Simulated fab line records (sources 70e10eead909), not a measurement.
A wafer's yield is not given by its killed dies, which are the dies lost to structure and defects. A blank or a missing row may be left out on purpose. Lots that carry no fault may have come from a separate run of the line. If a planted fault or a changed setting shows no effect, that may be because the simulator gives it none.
Which of the tools did it? :: flow nand harc :: 24 lots, 72 wafers sampled, at 5 steps of a route of 1302

== WHAT THE GAUGES SHOWED, per wafer ==
NHARC_P_GATE_CD_MEAS_46: target cd 720 nm.
lot: L074
measured: day 5 15:25
on: cd sem-03
cd nm (nm): 718.8 720.2 720.9

lot: L075
measured: day 6 05:43
on: cd sem-01
cd nm (nm): 718.1 718.4 720.6

lot: L076
measured: day 6 05:04
on: cd sem-02
cd nm (nm): 718.6 718.9 721.4

lot: L077
measured: day 6 16:38
on: cd sem-03
cd nm (nm): 721.6 721.6 720.0

lot: L078
measured: day 7 05:59
on: cd sem-03
cd nm (nm): 724.7 721.7 722.6

lot: L079
measured: day 7 16:10
on: cd sem-01
cd nm (nm): 721.6 722.9 721.8

lot: L080
measured: day 8 00:33
on: cd sem-01
cd nm (nm): 720.1 720.7 718.4

lot: L081
measured: day 8 15:34
on: cd sem-02
cd nm (nm): 721.7 720.8 720.4

lot: L082
measured: day 8 15:59
on: cd sem-02
cd nm (nm): 720.1 720.7 720.8

lot: L083
measured: day 9 06:06
on: cd sem-02
cd nm (nm): 716.4 718.2 717.4

lot: L084
measured: day 9 15:00
on: cd sem-01
cd nm (nm): 721.7 720.4 718.5

lot: L085
measured: day 10 04:47
on: cd sem-01
cd nm (nm): 721.7 722.0 723.3

lot: L086
measured: day 10 08:31
on: cd sem-01
cd nm (nm): 721.2 721.4 721.0

lot: L087
measured: day 10 21:07
on: cd sem-01
cd nm (nm): 717.7 720.2 717.8

lot: L088
measured: day 11 20:05
on: cd sem-02
cd nm (nm): 720.3 718.0 720.2

lot: L089
measured: day 11 14:37
on: cd sem-03
cd nm (nm): 721.7 722.8 719.4

lot: L090
measured: day 12 03:44
on: cd sem-03
cd nm (nm): 719.9 721.3 720.1

lot: L091
measured: day 12 15:56
on: cd sem-03
cd nm (nm): 722.4 721.0 719.1

lot: L092
measured: day 13 05:41
on: cd sem-02
cd nm (nm): 720.2 718.8 718.0

lot: L093
measured: day 13 10:22
on: cd sem-03
cd nm (nm): 718.9 720.5 720.4

lot: L094
measured: day 13 20:12
on: cd sem-01
cd nm (nm): 722.6 721.0 720.6

lot: L095
measured: day 14 02:29
on: cd sem-02
cd nm (nm): 719.2 721.5 720.5

lot: L097
measured: day 15 00:17
on: cd sem-03
cd nm (nm): 722.2 720.4 723.2

lot: L096
measured: day 16 02:17
on: cd sem-02
cd nm (nm): 720.0 721.3 721.2

== WHICH TOOL RAN EACH LOT (tool, then ch and the chambers of the sampled wafers, then the start) ==
lot: L074
NHARC_P_ZERO_WELL_RTA_42: rtp anneal-02 ch 0, day 2 03:01
NHARC_P_STI_CMP_21: cmp-01 ch 0,2,3, day 3 16:59
NHARC_P_GATE_DESCUM_13: rie diel-08 ch 1,2, day 4 12:51
NHARC_P_GATE_HM_DEP_102: acl dep-03 ch 0, day 5 01:59

lot: L075
NHARC_P_ZERO_WELL_RTA_42: rtp anneal-01 ch 0, day 2 13:11
NHARC_P_STI_CMP_21: cmp-01 ch 0,1, day 4 04:41
NHARC_P_GATE_DESCUM_13: rie diel-13 ch 0,2,3, day 5 01:17
NHARC_P_GATE_HM_DEP_102: acl dep-01 ch 0, day 5 16:37

lot: L076
NHARC_P_ZERO_WELL_RTA_42: rtp anneal-02 ch 0, day 2 23:38
NHARC_P_STI_CMP_21: cmp-04 ch 0,1, day 4 11:42
NHARC_P_GATE_DESCUM_13: rie diel-08 ch 0,1,3, day 5 01:26
NHARC_P_GATE_HM_DEP_102: acl dep-01 ch 0, day 5 15:58

lot: L077
NHARC_P_ZERO_WELL_RTA_42: rtp anneal-02 ch 0, day 3 08:59
NHARC_P_STI_CMP_21: cmp-03 ch 1,2, day 4 20:32
NHARC_P_GATE_DESCUM_13: rie diel-13 ch 1,2, day 5 12:46
NHARC_P_GATE_HM_DEP_102: acl dep-01 ch 0, day 6 03:30

lot: L078
NHARC_P_ZERO_WELL_RTA_42: rtp anneal-02 ch 0, day 3 19:01
NHARC_P_STI_CMP_21: cmp-03 ch 2,3, day 5 06:42
NHARC_P_GATE_DESCUM_13: rie diel-13 ch 0,1,2, day 6 01:56
NHARC_P_GATE_HM_DEP_102: acl dep-03 ch 0, day 6 14:47

lot: L079
NHARC_P_ZERO_WELL_RTA_42: rtp anneal-01 ch 0, day 4 04:54
NHARC_P_STI_CMP_21: cmp-03 ch 0,3, day 5 18:39
NHARC_P_GATE_DESCUM_13: rie diel-13 ch 0,1, day 6 14:14
NHARC_P_GATE_HM_DEP_102: acl dep-03 ch 0, day 7 02:40

lot: L080
NHARC_P_ZERO_WELL_RTA_42: rtp anneal-02 ch 0, day 4 14:49
NHARC_P_STI_CMP_21: cmp-04 ch 1,2,3, day 6 03:20
NHARC_P_GATE_DESCUM_13: rie diel-06 ch 0,2,3, day 6 20:07
NHARC_P_GATE_HM_DEP_102: acl dep-03 ch 0, day 7 11:24

lot: L081
NHARC_P_ZERO_WELL_RTA_42: rtp anneal-02 ch 0, day 5 01:00
NHARC_P_STI_CMP_21: cmp-03 ch 0,2, day 6 19:29
NHARC_P_GATE_DESCUM_13: rie diel-08 ch 0,1,2, day 7 13:44
NHARC_P_GATE_HM_DEP_102: acl dep-03 ch 0, day 8 02:17

lot: L082
NHARC_P_ZERO_WELL_RTA_42: rtp anneal-02 ch 0, day 5 10:55
NHARC_P_STI_CMP_21: cmp-03 ch 0,1, day 7 00:08
NHARC_P_GATE_DESCUM_13: rie diel-06 ch 1,2, day 7 13:53
NHARC_P_GATE_HM_DEP_102: acl dep-01 ch 0, day 8 02:23

lot: L083
NHARC_P_ZERO_WELL_RTA_42: rtp anneal-02 ch 0, day 5 21:22
NHARC_P_STI_CMP_21: cmp-04 ch 0,2, day 7 09:47
NHARC_P_GATE_DESCUM_13: rie diel-08 ch 1,2, day 8 02:14
NHARC_P_GATE_HM_DEP_102: acl dep-03 ch 0, day 8 17:02

lot: L084
NHARC_P_ZERO_WELL_RTA_42: rtp anneal-01 ch 0, day 6 06:59
NHARC_P_STI_CMP_21: cmp-04 ch 0,2,3, day 7 17:15
NHARC_P_GATE_DESCUM_13: rie diel-08 ch 0,2,3, day 8 10:23
NHARC_P_GATE_HM_DEP_102: acl dep-02 ch 0, day 9 01:54

lot: L085
NHARC_P_ZERO_WELL_RTA_42: rtp anneal-01 ch 0, day 6 16:57
NHARC_P_STI_CMP_21: cmp-01 ch 0,1,2, day 8 06:14
NHARC_P_GATE_DESCUM_13: rie diel-13 ch 0,2,3, day 8 22:25
NHARC_P_GATE_HM_DEP_102: acl dep-01 ch 0, day 9 15:25

lot: L086
NHARC_P_ZERO_WELL_RTA_42: rtp anneal-02 ch 0, day 7 03:10
NHARC_P_STI_CMP_21: cmp-01 ch 0,3, day 8 12:34
NHARC_P_GATE_DESCUM_13: rie diel-06 ch 0,1, day 9 06:36
NHARC_P_GATE_HM_DEP_102: acl dep-02 ch 0, day 9 19:19

lot: L087
NHARC_P_ZERO_WELL_RTA_42: rtp anneal-01 ch 0, day 7 12:40
NHARC_P_STI_CMP_21: cmp-04 ch 0,1,2, day 9 02:54
NHARC_P_GATE_DESCUM_13: rie diel-08 ch 0,1,3, day 9 19:31
NHARC_P_GATE_HM_DEP_102: acl dep-03 ch 0, day 10 07:47

lot: L088
NHARC_P_ZERO_WELL_RTA_42: rtp anneal-01 ch 0, day 7 22:48
NHARC_P_STI_CMP_21: cmp-03 ch 0,1,3, day 9 17:59
NHARC_P_GATE_DESCUM_13: rie diel-13 ch 1,2,3, day 10 11:28
NHARC_P_GATE_HM_DEP_102: acl dep-01 ch 0, day 11 00:47

lot: L089
NHARC_P_ZERO_WELL_RTA_42: rtp anneal-02 ch 0, day 8 08:56
NHARC_P_STI_CMP_21: cmp-01 ch 1,2,3, day 9 18:00
NHARC_P_GATE_DESCUM_13: rie diel-08 ch 0,2, day 10 11:19
NHARC_P_GATE_HM_DEP_102: acl dep-02 ch 0, day 11 01:24

lot: L090
NHARC_P_ZERO_WELL_RTA_42: rtp anneal-01 ch 0, day 8 18:44
NHARC_P_STI_CMP_21: cmp-01 ch 2,3, day 10 08:13
NHARC_P_GATE_DESCUM_13: rie diel-08 ch 0,3, day 11 02:04
NHARC_P_GATE_HM_DEP_102: acl dep-03 ch 0, day 11 14:35

lot: L091
NHARC_P_ZERO_WELL_RTA_42: rtp anneal-02 ch 0, day 9 04:53
NHARC_P_STI_CMP_21: cmp-04 ch 1,2,3, day 10 18:45
NHARC_P_GATE_DESCUM_13: rie diel-06 ch 0,3, day 11 14:20
NHARC_P_GATE_HM_DEP_102: acl dep-02 ch 0, day 12 02:46

lot: L092
NHARC_P_ZERO_WELL_RTA_42: rtp anneal-02 ch 0, day 9 15:01
NHARC_P_STI_CMP_21: cmp-03 ch 0,2, day 11 09:53
NHARC_P_GATE_DESCUM_13: rie diel-08 ch 1,2,3, day 12 03:37
NHARC_P_GATE_HM_DEP_102: acl dep-01 ch 0, day 12 15:58

lot: L093
NHARC_P_ZERO_WELL_RTA_42: rtp anneal-01 ch 0, day 10 01:22
NHARC_P_STI_CMP_21: cmp-04 ch 0,3, day 11 15:16
NHARC_P_GATE_DESCUM_13: rie diel-08 ch 0,1, day 12 08:20
NHARC_P_GATE_HM_DEP_102: acl dep-03 ch 0, day 12 21:14

lot: L094
NHARC_P_ZERO_WELL_RTA_42: rtp anneal-02 ch 0, day 10 10:58
NHARC_P_STI_CMP_21: cmp-04 ch 2,3, day 11 23:22
NHARC_P_GATE_DESCUM_13: rie diel-06 ch 1,3, day 12 16:32
NHARC_P_GATE_HM_DEP_102: acl dep-02 ch 0, day 13 05:08

lot: L095
NHARC_P_ZERO_WELL_RTA_42: rtp anneal-01 ch 0, day 10 21:07
NHARC_P_STI_CMP_21: cmp-04 ch 1,3, day 12 06:56
NHARC_P_GATE_DESCUM_13: rie diel-08 ch 0,1, day 12 23:59
NHARC_P_GATE_HM_DEP_102: acl dep-01 ch 0, day 13 13:17

lot: L097
NHARC_P_ZERO_WELL_RTA_42: rtp anneal-02 ch 0, day 11 20:08
NHARC_P_STI_CMP_21: cmp-04 ch 0,2,3, day 13 05:19
NHARC_P_GATE_DESCUM_13: rie diel-08 ch 0,1,2, day 13 22:05
NHARC_P_GATE_HM_DEP_102: acl dep-01 ch 0, day 14 11:08

lot: L096
NHARC_P_ZERO_WELL_RTA_42: rtp anneal-01 ch 0, day 12 13:32
NHARC_P_STI_CMP_21: cmp-01 ch 0,2,3, day 14 01:50
NHARC_P_GATE_DESCUM_13: rie diel-08 ch 0,2,3, day 14 21:50
NHARC_P_GATE_HM_DEP_102: acl dep-03 ch 0, day 15 11:10
- NHARC_P_ZERO_WELL_RTA_42: time 300 s.
- NHARC_P_STI_CMP_21: polishes, t overpolish 20 s, target thk 380.67 nm.
- NHARC_P_GATE_DESCUM_13: chemistry O2, time 3 s.
- NHARC_P_GATE_HM_DEP_102: deposits aC, target thk 120 nm.

== WHAT THE TOOLS THEMSELVES READ (means of the sampled wafers that have a number; where no wafer has one, the mark that the record gives instead) ==
NHARC_P_ZERO_WELL_RTA_42.
lot: L074
tool: rtp anneal-02
lamp power pct (%): 36.9
wafer_temp_C_max: 1103.1

lot: L075
tool: rtp anneal-01
lamp power pct (%): 32.3
wafer_temp_C_max: 1104.3

lot: L076
tool: rtp anneal-02
lamp power pct (%): 37.0
wafer_temp_C_max: 1102.9

lot: L077
tool: rtp anneal-02
lamp power pct (%): 37.0
wafer_temp_C_max: 1102.9

lot: L078
tool: rtp anneal-02
lamp power pct (%): 37.0
wafer_temp_C_max: 1103.2

lot: L079
tool: rtp anneal-01
lamp power pct (%): 32.4
wafer_temp_C_max: 1103.6

lot: L080
tool: rtp anneal-02
lamp power pct (%): 37.0
wafer_temp_C_max: 1102.2

lot: L081
tool: rtp anneal-02
lamp power pct (%): 36.9
wafer_temp_C_max: 1102.8

lot: L082
tool: rtp anneal-02
lamp power pct (%): 37.0
wafer_temp_C_max: 1102.7

lot: L083
tool: rtp anneal-02
lamp power pct (%): 37.0
wafer_temp_C_max: 1102.7

lot: L084
tool: rtp anneal-01
lamp power pct (%): 32.3
wafer_temp_C_max: 1104.0

lot: L085
tool: rtp anneal-01
lamp power pct (%): 32.4
wafer_temp_C_max: 1104.6

lot: L086
tool: rtp anneal-02
lamp power pct (%): 36.9
wafer_temp_C_max: 1103.5

lot: L087
tool: rtp anneal-01
lamp power pct (%): 32.4
wafer_temp_C_max: 1103.1

lot: L088
tool: rtp anneal-01
lamp power pct (%): 32.4
wafer_temp_C_max: 1104.6

lot: L089
tool: rtp anneal-02
lamp power pct (%): 36.9
wafer_temp_C_max: 1103.1

lot: L090
tool: rtp anneal-01
lamp power pct (%): 32.3
wafer_temp_C_max: 1104.3

lot: L091
tool: rtp anneal-02
lamp power pct (%): 36.9
wafer_temp_C_max: 1103.7

lot: L092
tool: rtp anneal-02
lamp power pct (%): 36.9
wafer_temp_C_max: 1103.1

lot: L093
tool: rtp anneal-01
lamp power pct (%): 32.4
wafer_temp_C_max: 1103.6

lot: L094
tool: rtp anneal-02
lamp power pct (%): 36.9
wafer_temp_C_max: 1102.0

lot: L095
tool: rtp anneal-01
lamp power pct (%): 32.4
wafer_temp_C_max: 1103.4

lot: L097
tool: rtp anneal-02
lamp power pct (%): 37.0
wafer_temp_C_max: 1102.7

lot: L096
tool: rtp anneal-01
lamp power pct (%): 32.3
wafer_temp_C_max: 1104.4

NHARC_P_STI_CMP_21.
lot: L074
tool: cmp-01
motor current A (A): 12.3
overpolish run s (s): 19.995
slurry flow ml min: 150.0

lot: L075
tool: cmp-01
motor current A (A): 12.3
overpolish run s (s): 20.000
slurry flow ml min: 150.4

lot: L076
tool: cmp-04
motor current A (A): 11.6
overpolish run s (s): 19.993
slurry flow ml min: 150.1

lot: L077
tool: cmp-03
motor current A (A): 12.0
overpolish run s (s): 19.998
slurry flow ml min: 149.8

lot: L078
tool: cmp-03
motor current A (A): 12.3
overpolish run s (s): 20.000
slurry flow ml min: 150.5

lot: L079
tool: cmp-03
motor current A (A): 11.9
overpolish run s (s): 19.997
slurry flow ml min: 149.8

lot: L080
tool: cmp-04
motor current A (A): 12.5
overpolish run s (s): 19.995
slurry flow ml min: 150.9

lot: L081
tool: cmp-03
motor current A (A): 13.0
overpolish run s (s): 19.998
slurry flow ml min: 150.0

lot: L082
tool: cmp-03
motor current A (A): 11.2
overpolish run s (s): 20.005
slurry flow ml min: 150.3

lot: L083
tool: cmp-04
motor current A (A): 11.2
overpolish run s (s): 20.008
slurry flow ml min: 149.9

lot: L084
tool: cmp-04
motor current A (A): 12.0
overpolish run s (s): 20.000
slurry flow ml min: 150.0

lot: L085
tool: cmp-01
motor current A (A): 11.6
overpolish run s (s): 20.004
slurry flow ml min: 150.2

lot: L086
tool: cmp-01
motor current A (A): 13.0
overpolish run s (s): 20.006
slurry flow ml min: 150.0

lot: L087
tool: cmp-04
motor current A (A): 12.0
overpolish run s (s): 20.002
slurry flow ml min: 149.6

lot: L088
tool: cmp-03
motor current A (A): 11.5
overpolish run s (s): 20.000
slurry flow ml min: 150.2

lot: L089
tool: cmp-01
motor current A (A): 12.1
overpolish run s (s): 20.005
slurry flow ml min: 149.9

lot: L090
tool: cmp-01
motor current A (A): 12.2
overpolish run s (s): 19.995
slurry flow ml min: 150.1

lot: L091
tool: cmp-04
motor current A (A): 12.4
overpolish run s (s): 19.982
slurry flow ml min: 150.2

lot: L092
tool: cmp-03
motor current A (A): 13.0
overpolish run s (s): 20.002
slurry flow ml min: 149.9

lot: L093
tool: cmp-04
motor current A (A): 11.9
overpolish run s (s): 19.998
slurry flow ml min: 150.0

lot: L094
tool: cmp-04
motor current A (A): 12.2
overpolish run s (s): 19.994
slurry flow ml min: 150.4

lot: L095
tool: cmp-04
motor current A (A): 12.4
overpolish run s (s): 19.996
slurry flow ml min: 150.0

lot: L097
tool: cmp-04
motor current A (A): 11.8
overpolish run s (s): 20.008
slurry flow ml min: 150.0

lot: L096
tool: cmp-01
motor current A (A): 12.6
overpolish run s (s): 20.004
slurry flow ml min: 150.3

NHARC_P_GATE_DESCUM_13.
lot: L074
tool: rie diel-08
drypump motor current A (A): 5.6
oes product au (a.u.): 1.007
rf vpp V (V): 57.9
showerhead plenum p Torr (Torr): 1.94
throttle valve pct (%): 11.319

lot: L075
tool: rie diel-13
drypump motor current A (A): 5.5
oes product au (a.u.): 0.999
rf vpp V (V): 57.1
showerhead plenum p Torr (Torr): 1.85
throttle valve pct (%): 11.318

lot: L076
tool: rie diel-08
drypump motor current A (A): 5.7
oes product au (a.u.): 1.010
rf vpp V (V): 57.7
showerhead plenum p Torr (Torr): 1.96
throttle valve pct (%): 11.310

lot: L077
tool: rie diel-13
drypump motor current A (A): 5.1
oes product au (a.u.): 0.999
rf vpp V (V): 58.4
showerhead plenum p Torr (Torr): 1.87
throttle valve pct (%): 11.306

lot: L078
tool: rie diel-13
drypump motor current A (A): 5.1
oes product au (a.u.): 0.992
rf vpp V (V): 57.3
showerhead plenum p Torr (Torr): 1.87
throttle valve pct (%): 11.298

lot: L079
tool: rie diel-13
drypump motor current A (A): 5.1
oes product au (a.u.): 1.001
rf vpp V (V): 57.3
showerhead plenum p Torr (Torr): 1.83
throttle valve pct (%): 11.317

lot: L080
tool: rie diel-06
drypump motor current A (A): 5.3
oes product au (a.u.): 1.007
rf vpp V (V): 57.7
showerhead plenum p Torr (Torr): 1.85
throttle valve pct (%): 11.314

lot: L081
tool: rie diel-08
drypump motor current A (A): 5.6
oes product au (a.u.): 1.002
rf vpp V (V): 57.0
showerhead plenum p Torr (Torr): 1.92
throttle valve pct (%): 11.320

lot: L082
tool: rie diel-06
drypump motor current A (A): 5.9
oes product au (a.u.): 0.998
rf vpp V (V): 57.5
showerhead plenum p Torr (Torr): 1.86
throttle valve pct (%): 11.313

lot: L083
tool: rie diel-08
drypump motor current A (A): 5.8
oes product au (a.u.): 1.007
rf vpp V (V): 57.9
showerhead plenum p Torr (Torr): 1.87
throttle valve pct (%): 11.308

lot: L084
tool: rie diel-08
drypump motor current A (A): 5.9
oes product au (a.u.): 1.009
rf vpp V (V): 58.3
showerhead plenum p Torr (Torr): 1.88
throttle valve pct (%): 11.312

lot: L085
tool: rie diel-13
drypump motor current A (A): 5.5
oes product au (a.u.): 0.995
rf vpp V (V): 58.0
showerhead plenum p Torr (Torr): 1.85
throttle valve pct (%): 11.312

lot: L086
tool: rie diel-06
drypump motor current A (A): 6.1
oes product au (a.u.): 0.991
rf vpp V (V): 58.2
showerhead plenum p Torr (Torr): 1.81
throttle valve pct (%): 11.298

lot: L087
tool: rie diel-08
drypump motor current A (A): 5.7
oes product au (a.u.): 0.994
rf vpp V (V): 57.9
showerhead plenum p Torr (Torr): 1.95
throttle valve pct (%): 11.315

lot: L088
tool: rie diel-13
drypump motor current A (A): 5.5
oes product au (a.u.): 1.000
rf vpp V (V): 56.3
showerhead plenum p Torr (Torr): 1.85
throttle valve pct (%): 11.309

lot: L089
tool: rie diel-08
drypump motor current A (A): 5.6
oes product au (a.u.): 1.001
rf vpp V (V): 58.0
showerhead plenum p Torr (Torr): 1.91
throttle valve pct (%): 11.318

lot: L090
tool: rie diel-08
drypump motor current A (A): 5.7
oes product au (a.u.): 1.006
rf vpp V (V): 58.1
showerhead plenum p Torr (Torr): 1.94
throttle valve pct (%): 11.316

lot: L091
tool: rie diel-06
drypump motor current A (A): 5.5
oes product au (a.u.): 1.002
rf vpp V (V): 57.0
showerhead plenum p Torr (Torr): 1.79
throttle valve pct (%): 11.313

lot: L092
tool: rie diel-08
drypump motor current A (A): 5.9
oes product au (a.u.): 1.007
rf vpp V (V): 57.7
showerhead plenum p Torr (Torr): 1.90
throttle valve pct (%): 11.319

lot: L093
tool: rie diel-08
drypump motor current A (A): 5.4
oes product au (a.u.): 0.999
rf vpp V (V): 57.3
showerhead plenum p Torr (Torr): 1.99
throttle valve pct (%): 11.312

lot: L094
tool: rie diel-06
drypump motor current A (A): 5.8
oes product au (a.u.): 0.997
rf vpp V (V): 57.4
showerhead plenum p Torr (Torr): 1.79
throttle valve pct (%): 11.323

lot: L095
tool: rie diel-08
drypump motor current A (A): 5.4
oes product au (a.u.): 1.000
rf vpp V (V): 58.2
showerhead plenum p Torr (Torr): 1.97
throttle valve pct (%): 11.298

lot: L097
tool: rie diel-08
drypump motor current A (A): 5.6
oes product au (a.u.): 1.004
rf vpp V (V): 58.6
showerhead plenum p Torr (Torr): 1.92
throttle valve pct (%): 11.307

lot: L096
tool: rie diel-08
drypump motor current A (A): 5.9
oes product au (a.u.): 0.999
rf vpp V (V): 57.0
showerhead plenum p Torr (Torr): 1.88
throttle valve pct (%): 11.314

NHARC_P_GATE_HM_DEP_102.
lot: L074
tool: acl dep-03
throttle valve pct (%): 34.999

lot: L075
tool: acl dep-01
throttle valve pct (%): 34.991

lot: L076
tool: acl dep-01
throttle valve pct (%): 34.996

lot: L077
tool: acl dep-01
throttle valve pct (%): 34.992

lot: L078
tool: acl dep-03
throttle valve pct (%): 35.004

lot: L079
tool: acl dep-03
throttle valve pct (%): 35.002

lot: L080
tool: acl dep-03
throttle valve pct (%): 35.010

lot: L081
tool: acl dep-03
throttle valve pct (%): 35.006

lot: L082
tool: acl dep-01
throttle valve pct (%): 35.000

lot: L083
tool: acl dep-03
throttle valve pct (%): 34.998

lot: L084
tool: acl dep-02
throttle valve pct (%): 35.002

lot: L085
tool: acl dep-01
throttle valve pct (%): 34.997

lot: L086
tool: acl dep-02
throttle valve pct (%): 34.999

lot: L087
tool: acl dep-03
throttle valve pct (%): 35.004

lot: L088
tool: acl dep-01
throttle valve pct (%): 35.003

lot: L089
tool: acl dep-02
throttle valve pct (%): 35.005

lot: L090
tool: acl dep-03
throttle valve pct (%): 34.990

lot: L091
tool: acl dep-02
throttle valve pct (%): 34.999

lot: L092
tool: acl dep-01
throttle valve pct (%): 34.996

lot: L093
tool: acl dep-03
throttle valve pct (%): 34.985

lot: L094
tool: acl dep-02
throttle valve pct (%): 34.992

lot: L095
tool: acl dep-01
throttle valve pct (%): 34.996

lot: L097
tool: acl dep-01
throttle valve pct (%): 35.006

lot: L096
tool: acl dep-03
throttle valve pct (%): 35.002

== THE ANSWER, worked out from the rows above alone ==
Rule: the usual values come from the lots themselves. Put in order of their means at a reading, lots are off if they are a third of the lots or fewer, leave a main group of 4 or more, and stand apart from it by a gap of 3 or more times the standard deviation of the main group's means; of several such gaps the widest counts. If all means in a main group match to the digits the tables above print for the reading, that group is not used. A lot without any number at a reading at which 4 lots or more have one is off too. All remaining lots with rows at the step are treated as sound. First the gauges in route order, then the tools' own readings, where a lot's mean is used as printed above. At the first step where some lot is off, the reading lying furthest off is the one used; lots without a number count as furthest.
Nothing can be told from this: no lot is off at any reading shown.

== WHAT WAS PUT IN BY THE SIMULATOR ==
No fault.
